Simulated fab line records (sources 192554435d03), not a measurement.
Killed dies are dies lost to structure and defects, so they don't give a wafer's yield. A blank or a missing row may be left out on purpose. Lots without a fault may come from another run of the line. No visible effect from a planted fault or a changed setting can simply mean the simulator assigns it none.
fab line records	flow n5Finfet
record: lots: 8	wafers: 23	lastDay: 17
route steps=1938 shown ZERO_LAYER@15 WELL_APT@29 PMOS_HMC_CHANNEL_EPI@68 BEOL_M4@1111 PASSIVATION@1936
lots with no fault: from the same line, run without faults
startH: hours from the record's first day to the start of the lot's first wafer shown	waitH: hours elapsed since this lot's preceding step	" the same as in the row above	L1.1+2: a single row standing in for several wafers	- no value, or no start given	* or withheld: withheld	< > ~ a bound
route shown NAME@n: a module of which the file shows steps, and the number in the route of the first	usual: mean and standard deviation over wafers with no fault	same: alike in all rows	chamber/n: place in a boat	sites: per-site readings	_std_site: how widely they spread, as a standard deviation	_edge_site: inner sites' mean taken away from outer sites' mean	radiusMm: for every site, how far away it sits from the centre of the wafer	mask NAME#n: copy n	behind: tool/chamber where the wafer was last shaped	hold: what put the lot on hold/how long, in hours/how the hold closed	device: transistor that didn't switch, given as n, p or np	end of line: the tests these same wafers got at the end of their route	a step without rows: its recipe alone	killed: at the first sort, the dies lost to defects and structure; wafer yield is something else	map: dies across one wafer; x = killed, . = not, _ = none there
set.NAME: setting as actually run; set.NAME@STEP: the setting as run at that earlier step	model.NAME: the simulator's own value behind a step, which no gauge read
route steps across a sampled set of lots; one table per step, one row per wafer
services: the hour from which a tool's chamber was out of use, counted from the record's first day as startH (under 0 if before that day), plus the number of hours and why
== steps ==
step: N5_ZERO_LAYER_ETCH_17
recipe: chemistry: CF4	target: SiO2	targetDepthA: 120	timeS: 13.3	ionEnergyEv: 350	pressureMtorr: 40	sourceW: 450	biasW: 215	Ar_flow_sccm: 100	cf4FlowSccm: 100
usual: drypumpMotorCurrentA: 5.9/0.48	oesProductAu: 0.78/0.085	rfVppV: 951/3.9	showerheadPlenumPTorr: 2.19/0.062	throttleValvePct: 15.63/0.2
lot.wafer	tool	chamber	startH	waitH	drypumpMotorCurrentA	oesProductAu	rfHoursCounterH	rfVppV	showerheadPlenumPTorr	throttleValvePct
L593.1	rieDiel-03	2	12.85	0.0	4.9	0.68	219	948	2.13	15.88
L593.6	"	1	"	"	6.1	0.78	-	955	2.26	15.75
L594.1	rieDiel-03	0	18.88	0.0	6.7	0.81	70	950	2.19	15.59
L594.4	"	0	"	"	6.7	0.81	-	951	2.19	15.59
L594.6	"	3	"	"	5.9	0.75	-	954	2.22	15.69
L595.2	rieDiel-01	0	24.87	0.0	5.8	0.71	233	952	2.20	16.03
L595.3	"	2	"	"	5.7	0.75	146	955	2.22	15.26
L595.4	"	1	"	"	5.9	1.01	0	957	2.29	15.42
L600.2	rieDiel-02	0	54.86	0.0	5.1	0.72	192	953	2.21	15.67
L600.3	"	3	"	"	5.6	0.72	225	941	2.04	15.70
L600.4	"	2	"	"	6.5	0.73	170	949	2.12	15.71
L601.1	rieDiel-01	1	60.73	0.0	5.9	0.94	9	957	2.28	15.44
L601.4	"	0	"	"	5.8	0.71	244	952	2.20	16.07
L601.5	"	1	"	"	5.9	0.94	-	957	2.28	15.43
L606.2	rieDiel-02	0	90.89	0.0	5.1	0.71	203	952	2.21	15.67
L606.4	"	2	"	"	6.5	0.73	181	948	2.12	15.72
L606.5	"	0	"	"	5.0	0.72	-	952	2.21	15.70
L610.3	rieDiel-03	1	114.99	0.0	6.1	0.75	148	954	2.25	15.82
L610.4	"	3	"	"	5.9	0.73	157	954	2.21	15.75
L610.5	"	1	"	"	6.1	0.75	-	952	2.25	15.81
L615.3	rieDiel-01	3	144.86	0.0	6.3	0.74	176	947	2.14	15.72
L615.5	"	3	"	"	6.3	0.74	-	948	2.14	15.70
L615.6	"	0	"	"	5.8	0.94	-	954	2.19	15.62
step: N5_ZERO_LAYER_STRIP_24
recipe: chemistry: O2	powerW: 1000	tempC: 250	overashFraction: 0.3	pressureMtorr: 1000	o2FlowSccm: 6750
usual: drypumpMotorCurrentA: 5.9/0.35	heaterPowerW: 371/19	oesProductAu: 0.647/0.0044	stripTimeToEndpointS: 43.85/0.1
lot.wafer	tool	chamber	startH	waitH	drypumpMotorCurrentA	heaterPowerW	oesProductAu	rfHoursCounterH	stripTimeToEndpointS
L593.1	plasmaAsher-01	1	13.03	0.1	5.9	395	0.645	89	43.69
L593.6	"	1	"	"	5.8	395	0.641	-	43.65
L594.1	plasmaAsher-02	0	19.05	0.1	5.7	351	0.647	14	44.00
L594.4	"	0	"	"	5.7	357	0.653	-	43.89
L594.6	"	1	"	"	6.7	377	0.640	-	43.86
L595.2	plasmaAsher-01	1	25.05	0.1	5.8	401	0.648	92	43.82
L595.3	"	1	"	"	5.8	398	0.642	-	43.70
L595.4	"	0	"	"	5.8	363	0.637	-	43.76
L600.2	plasmaAsher-01	0	55.04	0.1	5.8	356	0.648	98	43.90
L600.3	"	0	"	"	5.7	353	0.653	-	43.91
L600.4	"	1	"	"	5.8	390	0.649	-	43.91
L601.1	plasmaAsher-02	0	60.91	0.1	5.7	349	0.646	22	43.85
L601.4	"	1	"	"	6.7	373	0.651	-	43.90
L601.5	"	1	"	"	6.7	377	0.641	-	43.92
L606.2	plasmaAsher-01	1	91.07	0.1	5.9	395	0.653	105	43.94
L606.4	"	0	"	"	5.8	359	0.654	-	43.95
L606.5	"	1	"	"	5.9	397	0.653	-	43.95
L610.3	plasmaAsher-02	0	115.19	0.1	5.7	348	0.648	-	43.86
L610.4	"	1	"	"	6.7	366	0.641	-	43.91
L610.5	"	0	"	"	5.7	358	0.643	-	43.96
L615.3	plasmaAsher-02	0	145.06	0.1	5.7	354	0.645	-	43.79
L615.5	"	0	"	"	5.7	351	0.647	-	43.87
L615.6	"	1	"	"	6.7	360	0.642	-	43.69
step: N5_ZERO_LAYER_INSPECT_20
recipe: inspectInstrument: darkfield	mode: postClean
usual: rawDefectCount: 39/18
lot.wafer	tool	chamber	startH	waitH	rawDefectCount
L593.1	defectInspect-01	-	13.39	0.0	41
L593.6	"	-	"	"	51
L594.1	defectInspect-01	-	19.49	0.0	25
L594.4	"	-	"	"	34
L594.6	"	-	"	"	52
L595.2	defectInspect-01	-	25.43	0.0	29
L595.3	"	-	"	"	21
L595.4	"	-	"	"	22
L600.2	defectInspect-02	-	55.44	0.0	46
L600.3	"	-	"	"	50
L600.4	"	-	"	"	24
L601.1	defectInspect-01	-	61.32	0.0	26
L601.4	"	-	"	"	60
L601.5	"	-	"	"	27
L606.2	defectInspect-02	-	91.48	0.0	55
L606.4	"	-	"	"	442
L606.5	"	-	"	"	32
L610.3	defectInspect-02	-	115.56	0.0	105
L610.4	"	-	"	"	81
L610.5	"	-	"	"	65
L615.3	defectInspect-02	-	145.65	0.0	36
L615.5	"	-	"	"	10
L615.6	"	-	"	"	43
step: N5_WELL_APT_OVL_MEAS_09
recipe: pointsPerWafer: 44
usual: NWELL_OVL: 0/4.7
lot.wafer	tool	chamber	startH	waitH	NWELL_OVL[nm]
L593.1	overlay-01	0	13.73	0.0	-3
L593.6	"	0	"	"	0
L594.1	overlay-01	0	19.82	0.0	8
L594.4	"	0	"	"	5
L594.6	"	0	"	"	2
L595.2	overlay-02	0	25.89	0.0	12
L595.3	"	0	"	"	-1
L595.4	"	0	"	"	8
L600.2	overlay-02	0	55.78	0.0	-4
L600.3	"	0	"	"	9
L600.4	"	0	"	"	7
L601.1	overlay-01	0	61.66	0.0	-1
L601.4	"	0	"	"	7
L601.5	"	0	"	"	-2
L606.2	overlay-01	0	91.81	0.0	6
L606.4	"	0	"	"	-3
L606.5	"	0	"	"	4
L610.3	overlay-02	0	115.89	0.0	6
L610.4	"	0	"	"	3
L610.5	"	0	"	"	-8
L615.3	overlay-01	0	146.11	0.0	-7
L615.5	"	0	"	"	1
L615.6	"	0	"	"	1
step: N5_WELL_APT_INSPECT_10
recipe: mode: adi	inspectInstrument: macro
usual: rawDefectCount: 2.1/1.5
lot.wafer	tool	chamber	startH	waitH	rawDefectCount
L593.1	defectInspect-02	-	13.75	0.0	1
L593.6	"	-	"	"	2
L594.1	defectInspect-02	-	19.84	0.0	0
L594.4	"	-	"	"	5
L594.6	"	-	"	"	1
L595.2	defectInspect-01	-	25.92	0.0	2
L595.3	"	-	"	"	1
L595.4	"	-	"	"	1
L600.2	defectInspect-01	-	55.80	0.0	3
L600.3	"	-	"	"	2
L600.4	"	-	"	"	0
L601.1	defectInspect-02	-	61.68	0.0	2
L601.4	"	-	"	"	4
L601.5	"	-	"	"	2
L606.2	defectInspect-01	-	91.84	0.0	3
L606.4	"	-	"	"	>300
L606.5	"	-	"	"	4
L610.3	defectInspect-01	-	115.91	0.0	4
L610.4	"	-	"	"	2
L610.5	"	-	"	"	4
L615.3	defectInspect-01	-	146.13	0.0	5
L615.5	"	-	"	"	1
L615.6	"	-	"	"	3
step: N5_WELL_APT_INSPECT_38
recipe: inspectInstrument: darkfield	mode: postEpi
usual: rawDefectCount: 14/6
lot.wafer	tool	chamber	startH	waitH	rawDefectCount
L593.1	defectInspect-01	-	16.91	0.7	12
L593.6	"	-	"	"	24
L594.1	defectInspect-02	-	24.52	0.7	15
L594.4	"	-	"	"	9
L594.6	"	-	"	"	16
L595.2	defectInspect-01	-	28.98	0.5	14
L595.3	"	-	"	"	13
L595.4	"	-	"	"	12
L600.2	defectInspect-01	-	58.79	0.5	17
L600.3	"	-	"	"	19
L600.4	"	-	"	"	12
L601.1	defectInspect-01	-	65.56	0.7	43
L601.4	"	-	"	"	28
L601.5	"	-	"	"	24
L606.2	defectInspect-02	-	94.79	0.4	7
L606.4	"	-	"	"	403
L606.5	"	-	"	"	14
L610.3	defectInspect-01	-	118.96	0.3	11
L610.4	"	-	"	"	19
L610.5	"	-	"	"	19
L615.3	defectInspect-01	-	149.31	0.3	23
L615.5	"	-	"	"	5
L615.6	"	-	"	"	13
step: N5_PMOS_HMC_CHANNEL_EPI_DESCUM_14
recipe: chemistry: O2	timeS: 7.9	sourcePowerW: 50	biasPowerW: 20	pressureMtorr: 20	rfFrequencyHz: 2.712e+07	tempC: 40	resist: CAR-ArF-block	o2FlowSccm: 225
usual: drypumpMotorCurrentA: 5.8/0.51	oesProductAu: 0.77/0.078	rfVppV: 243.6/1.3	showerheadPlenumPTorr: 2.13/0.068	throttleValvePct: 20.39/0.17
lot.wafer	tool	chamber	startH	waitH	drypumpMotorCurrentA	oesProductAu	rfHoursCounterH	rfVppV	showerheadPlenumPTorr	throttleValvePct
L593.1	rieDiel-02	0	17.46	0.1	5.1	0.73	181	243.2	2.18	20.52
L593.6	"	1	"	"	5.8	0.79	-	243.0	2.12	20.20
L594.1	rieDiel-02	1	24.92	0.0	5.7	0.80	113	243.5	2.12	20.22
L594.4	"	0	"	"	5.0	0.72	183	243.8	2.18	20.50
L594.6	"	1	"	"	5.8	0.81	-	243.8	2.12	20.21
L595.2	rieDiel-02	3	29.51	0.0	5.6	0.72	217	240.4	1.99	20.41
L595.3	"	0	"	"	5.1	0.72	185	242.2	2.18	20.52
L595.4	"	1	"	"	5.8	0.79	114	243.4	2.12	20.21
L600.2	rieDiel-02	2	59.32	0.0	6.4	0.73	172	243.3	2.07	20.50
L600.3	"	0	"	"	5.1	0.71	194	243.6	2.17	20.53
L600.4	"	3	"	"	5.6	0.70	226	242.1	1.98	20.41
L601.1	rieDiel-02	2	65.96	0.0	6.4	0.74	174	242.0	2.07	20.50
L601.4	"	3	"	"	5.6	0.70	229	242.9	1.98	20.42
L601.5	"	0	"	"	5.0	0.71	-	243.0	2.17	20.54
L606.2	rieDiel-03	0	95.45	0.1	6.7	0.79	91	242.3	2.12	20.46
L606.4	"	1	"	"	6.1	0.76	141	244.8	2.17	20.34
L606.5	"	3	"	"	5.9	0.75	-	246.0	2.19	20.61
L610.3	rieDiel-01	3	119.88	0.4	6.3	0.77	168	244.2	2.10	20.45
L610.4	"	1	"	"	5.9	0.91	30	244.5	2.25	20.36
L610.5	"	3	"	"	6.3	0.76	-	243.1	2.10	20.45
L615.3	rieDiel-03	3	149.71	0.0	5.9	0.72	171	244.0	2.18	20.64
L615.5	"	2	"	"	4.9	0.95	-	243.4	2.04	20.02
L615.6	"	3	"	"	5.9	0.72	-	244.1	2.18	20.64
step: N5_BEOL_M4_RC_MEAS_101
usual: DIBL_N: 36.2/1.7	DIBL_P: 36.6/1.9	IOFF_N: 0.16/0.032	IOFF_P: 0.21/0.037	ION_N: 675/12	ION_P: 460/8.1	SS_N: 71.4/0.58	SS_P: 73.4/0.64	VT_N: 249/3.2	VT_P: -252/3.4
lot.wafer	tool	chamber	startH	waitH	DIBL_N[mV/V]	DIBL_P[mV/V]	IOFF_N[nA/um]	IOFF_P[nA/um]	ION_N[uA/um]	ION_P[uA/um]	SS_N[mV/dec]	SS_P[mV/dec]	VT_N[mV]	VT_P[mV]
L593.1	prober-02	0	166.74	0.0	39.2	38.4	0.20	0.22	673	452	72.1	73.8	246	-252
L593.6	"	0	"	"	36.3	35.2	0.15	0.18	674	459	70.1	73.3	248	-252
L594.1	prober-02	0	169.36	0.0	36.7	37.2	0.17	0.23	665	465	71.8	73.2	250	-248
L594.4	"	0	"	"	36.4	37.7	0.16	0.23	687	468	72.2	73.8	250	-247
L594.6	"	0	"	"	33.9	34.4	0.13	0.18	668	465	71.1	72.9	252	-250
L595.2	prober-01	0	178.44	0.2	38.3	38.3	0.19	0.26	684	460	71.3	74.0	246	-247
L595.3	"	0	"	"	40.0	40.5	0.24	0.31	685	469	72.7	74.1	244	-242
L595.4	"	0	"	"	36.8	37.0	0.18	0.24	685	466	71.6	73.1	247	-246
L601.1	prober-01	0	203.10	0.0	39.4	39.6	0.27	0.30	700	471	72.8	74.4	242	-245
L601.4	"	0	"	"	39.1	39.7	0.25	0.30	697	473	71.7	74.9	241	-244
L601.5	"	0	"	"	38.0	38.2	0.23	0.27	697	471	71.8	73.8	242	-250
L600.2	prober-02	0	203.56	0.2	36.8	38.0	0.17	0.21	669	454	72.3	73.7	248	-254
L600.3	"	0	"	"	35.1	37.1	0.14	0.18	669	451	71.1	72.7	251	-251
L600.4	"	0	"	"	36.4	37.7	0.16	0.20	672	450	71.1	73.2	246	-253
L606.2	prober-02	0	245.13	0.2	36.2	37.0	0.16	0.20	672	453	71.1	73.1	247	-253
L606.4	"	0	"	"	33.7	33.3	0.12	0.15	665	450	71.1	72.2	252	-254
L606.5	"	0	"	"	36.9	37.8	0.18	0.22	673	460	71.8	73.6	248	-251
L610.3	prober-02	0	264.09	0.3	37.1	37.9	0.17	0.21	678	463	71.4	73.3	248	-251
L610.4	"	0	"	"	35.6	35.9	0.15	0.17	657	450	71.7	73.1	248	-254
L610.5	"	0	"	"	34.8	34.4	0.13	0.16	667	454	71.3	72.4	251	-255
L615.3	prober-01	0	295.63	0.3	38.3	39.7	0.20	0.26	692	470	71.9	74.3	247	-247
L615.5	"	0	"	"	37.1	37.1	0.18	0.22	682	466	71.8	74.0	248	-251
L615.6	"	0	"	"	36.5	36.0	0.17	0.21	682	466	71.2	73.5	248	-250
step: N5_PASSIVATION_PROBE_49
usual: defectLimitedYield: 91.3/1.5	killed_at_M0_to_M3: 35/10	killed_at_M4_up: 12/4.6	killedAtContacts: 13/6.6	killedAtFrontEnd: 39/11	killedAtOther: 4/3.4	killedDies: 103/17	killedOnRim: 14/4.1	killedOpen: 67/13	killedShort: 35/8.2	sort_bin_5_function: 5.1/0.94	sort_bin_6_memory: 3.2/0.7	sortNPass: 1077/17	sortYieldPct: 91.3/1.5
same: grossDies: 1180	killedAtBackSide: 0	sort_bin_4_leakage[%]: 0	sort_bin_8_speed[%]: 0
lot.wafer	tool	chamber	startH	waitH	defectLimitedYield[%]	killed_at_M0_to_M3	killed_at_M4_up	killedAtContacts	killedAtFrontEnd	killedAtOther	killedDies	killedOnRim	killedOpen	killedShort	sort_bin_5_function[%]	sort_bin_6_memory[%]	sortNPass	sortYieldPct[%]
L606.2	prober-01	-	343.01	0.1	92.5	22	17	5	41	4	89	9	64	24	4.8	2.3	1091	92.5
L606.4	prober-01	-	343.11	0.2	84.0	26	14	13	126	10	189	27	75	27	10.3	4.2	991	84.0
L606.5	prober-01	-	343.16	0.2	91.5	26	9	13	49	3	100	13	60	36	4.7	3.1	1080	91.5
L610.4	prober-01	-	377.00	0.2	90.4	30	7	22	46	8	113	11	69	41	5.8	3.5	1067	90.4
killed by level:class
L606.2 FIN_SAQP:geometricParticle:open=13 STI_FIN_REVEAL:geometricParticle:open=7 BEOL_M3:geometricParticle:open=7 BEOL_M2:geometricParticle:open=6 BEOL_M4:geometricParticle:open=6 FIN_SAQP:geometricParticle:short=5 DUMMY_GATE:geometricParticle:open=4 BEOL_M1:geometricParticle:open=4
L606.4 ZERO_LAYER:unspecified=86 FIN_SAQP:geometricParticle:open=17 MOL_CONTACT_COAG:geometricParticle:open=12 BEOL_M3:geometricParticle:open=7 FIN_SAQP:geometricParticle:short=6 BEOL_M2:geometricParticle:open=6 STI_FIN_REVEAL:geometricParticle:open=5 MIM_TOP_ETCH:geometricParticle:short=5
L606.5 FIN_SAQP:geometricParticle:open=14 MOL_CONTACT_COAG:geometricParticle:open=9 BEOL_M0_SAQP:geometricParticle:short=6 BEOL_M2:geometricParticle:open=6 FIN_SAQP:geometricParticle:short=5 BEOL_M0_SAQP:geometricParticle:open=5 STARTING-WAFER:geometricParticle:short=5 STI_FIN_REVEAL:geometricParticle:open=4
L610.4 MOL_CONTACT_COAG:geometricParticle:open=19 BEOL_M0_SAQP:geometricParticle:short=9 STI_FIN_REVEAL:geometricParticle:open=8 BEOL_M1:geometricParticle:open=7 FIN_SAQP:geometricParticle:short=6 FIN_SAQP:geometricParticle:open=6 DUMMY_GATE:geometricParticle:open=6 GATE_CUT:geometricParticle:short=6
== services ==
tool	chamber	startH	hours	kind
rieDiel-01	0	-3.69	4.4	repair
rieDiel-03	2	6.93	2.8	repair
rieDiel-01	1	11.47	-	clean
rieDiel-01	1	11.47	-	consumableReplace:focusRing
rieDiel-01	1	11.47	-	consumableReplace:showerhead
rieDiel-01	1	11.47	13.3	scheduledDown
rieDiel-01	1	11.47	13.3	ventCycle
rieDiel-03	1	18.57	4.2	repair
plasmaAsher-02	-	75.13	2.3	repair
rieDiel-01	0	83.87	-	clean
rieDiel-03	1	85.69	1.9	repair
rieDiel-01	-	94.95	0.5	repair
rieDiel-02	-	105.28	14.6	pm
rieDiel-03	2	116.00	-	clean
rieDiel-03	2	116.00	-	consumableReplace:focusRing
rieDiel-03	2	116.00	23.7	scheduledDown
rieDiel-03	2	116.00	23.7	ventCycle
plasmaAsher-02	-	127.36	15.6	pm
rieDiel-02	3	147.89	-	clean
rieDiel-02	3	147.89	-	consumableReplace:esc
rieDiel-02	3	147.89	-	consumableReplace:focusRing
rieDiel-02	3	147.89	-	consumableReplace:showerhead
rieDiel-02	3	147.89	19.6	scheduledDown
rieDiel-02	3	147.89	19.6	ventCycle
== key ==
firstSign: step: N5_ZERO_LAYER_INSPECT_20	reading: rawDefectCount	direction: up	sigmas: 22	usual: 39	struck: 442
effect: step: N5_WELL_APT_INSPECT_10	reading: rawDefectCount	direction: up	sigmas: 99+	usual: 2.1	struck: >300
effect: step: N5_WELL_APT_INSPECT_38	reading: rawDefectCount	direction: up	sigmas: 65	usual: 14	struck: 403
effect: step: N5_PASSIVATION_PROBE_49	reading: killedAtFrontEnd	direction: up	sigmas: 7.5	usual: 39	struck: 126
moreKillsBornAt: N5_ZERO_LAYER_STRIP_24@plasmaAsher-01: 86
metAt N5_ZERO_LAYER_STRIP_24
struckLots L606
struckWafers L606.4
notActingAt N5_ZERO_LAYER_ETCH_17,N5_WELL_APT_OVL_MEAS_09,N5_PMOS_HMC_CHANNEL_EPI_DESCUM_14
onsetBetween 55.04 91.07
fault: kind: chamberParticleSource	tool: plasmaAsher-01	chamber: 0	onsetH: 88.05	steps: N5_ZERO_LAYER_STRIP_24	ratePerVisitCm2: 0.61051	endH: 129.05
